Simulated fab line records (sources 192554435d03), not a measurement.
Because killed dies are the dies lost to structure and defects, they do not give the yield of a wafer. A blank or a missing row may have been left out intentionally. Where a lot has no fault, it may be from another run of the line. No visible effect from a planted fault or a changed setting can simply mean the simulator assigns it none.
Lot-split experiment ; flow n5Finfet ; on a route of 1938 steps: 7 lots, 21 wafers read

== THE SPLIT ITSELF ==
At N5_PASSIVATION_PASS_ETCH_47 (etches SiNx in CF4/O2, target depth 770 nm, time 385 s), the setting timeS was moved away from the recipe's 385 s on 4 of the 21 wafers read, by -12.0% to +14.4%. The other wafers ran this setting at the recipe's value.

The split's own step is where the reading is taken.

== THE READING ==
etch.depthNm (the simulator's own value, which no gauge read), in nm, at N5_PASSIVATION_PASS_ETCH_47 (etches SiNx in CF4/O2, target depth 770 nm, time 385 s). The file gives no usual value for it. Here, 17 wafers ran the recipe; their average is 786.5 nm with a standard deviation of 24 nm.

wafer;tool, chamber at the split;timeS as run, s;against the recipe;etch.depthNm, nm;against lot-mates on the recipe
L074.1;rieDiel-01, 2;385;recipe;781.1;-
L074.2;rieDiel-01, 0;385;recipe;757.5;-
L074.5;rieDiel-01, 1;385;recipe;772.7;-
L079.3;rieDiel-05, 1;385;recipe;768.8;-
L079.4;rieDiel-05, 3;385;recipe;782.2;-
L079.5;rieDiel-05, 2;338.9;-12.0%;662.2;-113.3
L081.1;rieDiel-05, 3;385;recipe;785.9;-
L081.2;rieDiel-05, 0;385;recipe;787.9;-
L081.3;rieDiel-05, 1;385;recipe;775.7;-
L080.3;rieDiel-04, 1;426.2;+10.7%;849.4;+15.3
L080.5;rieDiel-04, 2;426.2;+10.7%;850.1;+16.0
L080.6;rieDiel-04, 3;385;recipe;834.1;-
L089.1;rieDiel-04, 3;385;recipe;827.5;-
L089.2;rieDiel-04, 0;385;recipe;804.6;-
L089.6;rieDiel-04, 3;385;recipe;833.4;-
L092.2;rieDiel-05, 0;385;recipe;777.4;-
L092.4;rieDiel-05, 2;385;recipe;746.3;-
L092.5;rieDiel-05, 2;440.5;+14.4%;852.7;+90.9
L094.1;rieDiel-05, 1;385;recipe;768.6;-
L094.3;rieDiel-05, 0;385;recipe;784.5;-
L094.6;rieDiel-05, 3;385;recipe;782.6;-

THE FIT
A straight line over all 21 wafers: etch.depthNm changes by +6.72 nm for each +1% of timeS; r = +0.81; the points scatter about the line by 26 nm.
The same after taking each lot's own level away (the mean of its wafers on the recipe; 21 wafers): +5.41 nm for each +1%; r = +0.84; scatter 19 nm.
Per that fit: largest timeS move, reading shift of 78 nm.
Measured against the standard deviation above, the lots' own levels, which go from 761.85 to 834.10 nm, span 3.0 times it.
Thus the slope moves with the lot-to-lot level: the two fits are different.
Check: with one of the wafers moved furthest among these (+14.4%) left out of the fit, the line predicts +61.5 nm for it against its lot-mates. It came out at +90.9 nm against them.

== THESE WAFERS: OTHER SPLITS ==
Before the reading, these wafers also passed through other splits. Each is held against what the fit with the lots' levels taken away leaves over:
other split on the same wafers;wafers away from the commonest value;r with etch.depthNm (lot level and that fit taken away)
N5_BEOL_M13_COAT_66 spinRpm;10;+0.02
N5_BEOL_M14_EXPOSE_25 doseMj;10;-0.24
N5_BEOL_M14_DEVELOP_27 developTimeS;7;-0.23
N5_BEOL_M15_PEB_26 pebTempC;12;-0.44
N5_BEOL_M15_TRENCH_ETCH_34 biasW;10;-0.05
N5_MIM_BOT_LITHO_EXPOSE_05 doseMj;9;-0.01
N5_MIM_BOT_ETCH_ETCH_04 timeS;7;+0.40

== FILE'S OWN FIT ==
etch.depthNm changes by +6.09 nm for each +1% of timeS, r = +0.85.
